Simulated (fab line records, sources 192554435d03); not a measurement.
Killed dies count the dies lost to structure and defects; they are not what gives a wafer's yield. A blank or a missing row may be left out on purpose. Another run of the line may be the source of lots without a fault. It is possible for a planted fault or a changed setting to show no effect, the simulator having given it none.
2 desks looking at one fault ; flow n5Finfet ; each desk holds nothing but its own numbers, with what lay behind them at the end

FOR THE TOOL OWNER'S DESK: pecvd-03
The tool's own readings at N5_BEOL_M14_ILD_DEP_00 (deposits SiO2 from TEOS/O2, target thk 1119.3 nm, time 237.4 s): means of the sampled wafers that have a number, for each lot that ran on this tool. Marked OUT: a lot whose mean sits more than 4 standard deviations from the usual mean, which makes it out of limits; the brackets give that distance.
Columns: A = chamberPressureTorr at N5_BEOL_M14_ILD_DEP_00, usual 6.500 Torr; B = heaterPowerW at N5_BEOL_M14_ILD_DEP_00, usual 590 W; C = runLengthS at N5_BEOL_M14_ILD_DEP_00, usual 280.1 s; D = showerheadPlenumPTorr at N5_BEOL_M14_ILD_DEP_00, usual 8.35 Torr; E = throttleValvePct at N5_BEOL_M14_ILD_DEP_00, usual 19.0 %
lot;first seen here;A;B;C;D;E
L646;day 11 10:26;6.469;568;279.9;8.34;17.9
L645;day 11 10:59;6.504;628;280.2;8.34;19.1
L656;day 14 10:46;6.495;648;323.8 (+78) OUT;8.35;17.9
L658;day 14 23:45;6.524;720;324.5 (+79) OUT;8.35;19.0
L657;day 15 02:38;6.512;586;324.4 (+79) OUT;8.36;18.4
This desk's verdict: out of limits on L656, L657, L658, starting with L656 at day 14 10:46 (runLengthS at N5_BEOL_M14_ILD_DEP_00). L646, L645 stayed within limits.

THE METROLOGY DESK
What the gauges read for every lot (on any tool): the sampled wafers with a number, averaged. Marked OUT: a lot whose mean sits more than 4 standard deviations from the usual mean, which makes it out of limits; the brackets give that distance.
Columns: A = M13_THK at N5_BEOL_M13_THK_MEAS_50, usual 428 nm; B = M13_RS at N5_BEOL_M13_RS_MEAS_54, usual 0.0447 ohm/sq; C = M14_ILD_THK at N5_BEOL_M14_THK_MEAS_01, usual 1120 nm
lot;first seen here;A;B;C
L646;day 11 10:15;436;0.0449;1109
L645;day 11 10:47;427;0.0446;1128
L649;day 12 10:51;427;0.0449;1138
L650;day 13 01:53;432;0.0447;1119
L656;day 14 10:29;431;0.0441;1354 (+14) OUT
L659;day 14 23:20;412;0.0463;1121
L658;day 14 23:34;422;0.0450;1324 (+12) OUT
L657;day 15 02:27;438;0.0439;1342 (+13) OUT
L660;day 15 03:33;430;0.0449;1124
L662;day 15 16:50;434;0.0440;1093
L665;day 16 14:07;427;0.0447;1116
L666;day 16 17:41;436;0.0438;1124
This desk reports L656, L657, L658 out of limits; the earliest was L656 at day 14 10:52 (M14_ILD_THK at N5_BEOL_M14_THK_MEAS_01). L646, L645, L649, L650, L659, L660, L662, L665, L666 stayed within limits.

PUT TOGETHER
At day 14 10:46, on L656, L657, L658, the tool owner's desk was in a position to raise an alarm.
At day 14 10:52 the metrology desk could have sounded an alarm, on L656, L657, L658.
N5_BEOL_M14_ILD_DEP_00 was run on pecvd-03 by each of the lots named.

WHAT THE SIMULATOR HAD INSERTED
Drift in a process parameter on pecvd-03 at N5_BEOL_M14_ILD_DEP_00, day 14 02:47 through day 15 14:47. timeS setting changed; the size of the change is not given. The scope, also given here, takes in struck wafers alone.
Struck lots among those shown: L656, L657, L658.
Delay (hours) between the fault's onset and each desk's first out-of-limits reading: 8 at the tool owner's desk, 8 at the metrology desk.
